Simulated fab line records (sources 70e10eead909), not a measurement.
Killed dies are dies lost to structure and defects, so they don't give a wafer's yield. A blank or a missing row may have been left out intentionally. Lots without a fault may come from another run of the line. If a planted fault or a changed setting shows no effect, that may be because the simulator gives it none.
Chamber matching || flow nand_harc || rie_diel-10 running NHARC_A_CHANNEL_HOLE_D1_DESCUM_15: 4 sister chambers
The step chemistry O2, time 3 s. 14 wafers are shown with their chamber, then 6 later ones without.

EACH WAFER AND ITS CHAMBER
{"wafer": "L892.4", "chamber": 1, "drypump_motor_current_A (A)": 5.70, "rf_vpp_V (V)": 56.4, "throttle_valve_pct (%)": 11.332}
{"wafer": "L892.5", "chamber": 3, "drypump_motor_current_A (A)": 5.33, "rf_vpp_V (V)": 56.5, "throttle_valve_pct (%)": 11.309}
{"wafer": "L892.6", "chamber": 2, "drypump_motor_current_A (A)": 5.54, "rf_vpp_V (V)": 58.8, "throttle_valve_pct (%)": 11.307}
{"wafer": "L899.1", "chamber": 0, "drypump_motor_current_A (A)": 5.63, "rf_vpp_V (V)": 58.3, "throttle_valve_pct (%)": 11.302}
{"wafer": "L899.5", "chamber": 0, "drypump_motor_current_A (A)": 5.65, "rf_vpp_V (V)": 58.1, "throttle_valve_pct (%)": 11.305}
{"wafer": "L899.6", "chamber": 2, "drypump_motor_current_A (A)": 5.53, "rf_vpp_V (V)": 59.2, "throttle_valve_pct (%)": 11.326}
{"wafer": "L898.1", "chamber": 0, "drypump_motor_current_A (A)": 5.64, "rf_vpp_V (V)": 57.1, "throttle_valve_pct (%)": 11.316}
{"wafer": "L898.2", "chamber": 2, "drypump_motor_current_A (A)": 5.53, "rf_vpp_V (V)": 58.8, "throttle_valve_pct (%)": 11.297}
{"wafer": "L898.5", "chamber": 2, "drypump_motor_current_A (A)": 5.58, "rf_vpp_V (V)": 59.5, "throttle_valve_pct (%)": 11.299}
{"wafer": "L902.1", "chamber": 2, "drypump_motor_current_A (A)": 5.54, "rf_vpp_V (V)": 58.3, "throttle_valve_pct (%)": 11.311}
{"wafer": "L902.2", "chamber": 3, "drypump_motor_current_A (A)": 5.35, "rf_vpp_V (V)": 55.1, "throttle_valve_pct (%)": 11.308}
{"wafer": "L902.5", "chamber": 3, "drypump_motor_current_A (A)": 5.35, "rf_vpp_V (V)": 57.3, "throttle_valve_pct (%)": 11.311}
{"wafer": "L904.1", "chamber": 0, "drypump_motor_current_A (A)": 5.65, "rf_vpp_V (V)": 57.7, "throttle_valve_pct (%)": 11.305}
{"wafer": "L904.4", "chamber": 1, "drypump_motor_current_A (A)": 5.72, "rf_vpp_V (V)": 58.7, "throttle_valve_pct (%)": 11.315}

SIGNATURES (averages over the wafers above)
{"reading": "drypump_motor_current_A", "chamber 0": 5.6425, "chamber 1": 5.7100, "chamber 2": 5.5440, "chamber 3": 5.3433, "scatter within a chamber": 0.0157}
{"reading": "rf_vpp_V", "chamber 0": 57.800, "chamber 1": 57.550, "chamber 2": 58.920, "chamber 3": 56.300, "scatter within a chamber": 0.824}
{"reading": "throttle_valve_pct", "chamber 0": 11.30700, "chamber 1": 11.32350, "chamber 2": 11.30800, "chamber 3": 11.30933, "scatter within a chamber": 0.00894}
Rule: a wafer lies at a distance from a chamber equal to the root of the sum of squares, over the readings, of (its reading less the chamber's mean, divided by the reading's scatter). The wafer belongs to the nearest chamber; if the next one is less than 2 further off, it can't be placed. How the scatter is found: for the shown wafers, subtract from each reading the mean of its chamber, square and add these, divide the total by (wafers less chambers), then take the root.

WAFERS MISSING THEIR CHAMBER
{"wafer": "L904.6", "drypump_motor_current_A (A)": 5.67, "rf_vpp_V (V)": 58.0, "throttle_valve_pct (%)": 11.312}
{"wafer": "L906.1", "drypump_motor_current_A (A)": 5.53, "rf_vpp_V (V)": 59.0, "throttle_valve_pct (%)": 11.309}
{"wafer": "L906.3", "drypump_motor_current_A (A)": 5.37, "rf_vpp_V (V)": 58.1, "throttle_valve_pct (%)": 11.328}
{"wafer": "L906.4", "drypump_motor_current_A (A)": 5.63, "rf_vpp_V (V)": 58.1, "throttle_valve_pct (%)": 11.324}
{"wafer": "L908.1", "drypump_motor_current_A (A)": 5.55, "rf_vpp_V (V)": 59.6, "throttle_valve_pct (%)": 11.322}
{"wafer": "L908.3", "drypump_motor_current_A (A)": 5.63, "rf_vpp_V (V)": 58.1, "throttle_valve_pct (%)": 11.301}

WHICH CHAMBER EACH WENT THROUGH
{"wafer": "L904.6", "from the rows above": "can't be placed: 0 or 1", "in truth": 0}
{"wafer": "L906.1", "from the rows above": 2, "in truth": 2}
{"wafer": "L906.3", "from the rows above": 3, "in truth": 3}
{"wafer": "L906.4", "from the rows above": 0, "in truth": 0}
{"wafer": "L908.1", "from the rows above": 2, "in truth": 2}
{"wafer": "L908.3", "from the rows above": 0, "in truth": 0}
5 of 6 placed correctly. Not placeable from these rows: 1 (in 1, the candidates include the true chamber). 0 placed wrongly.
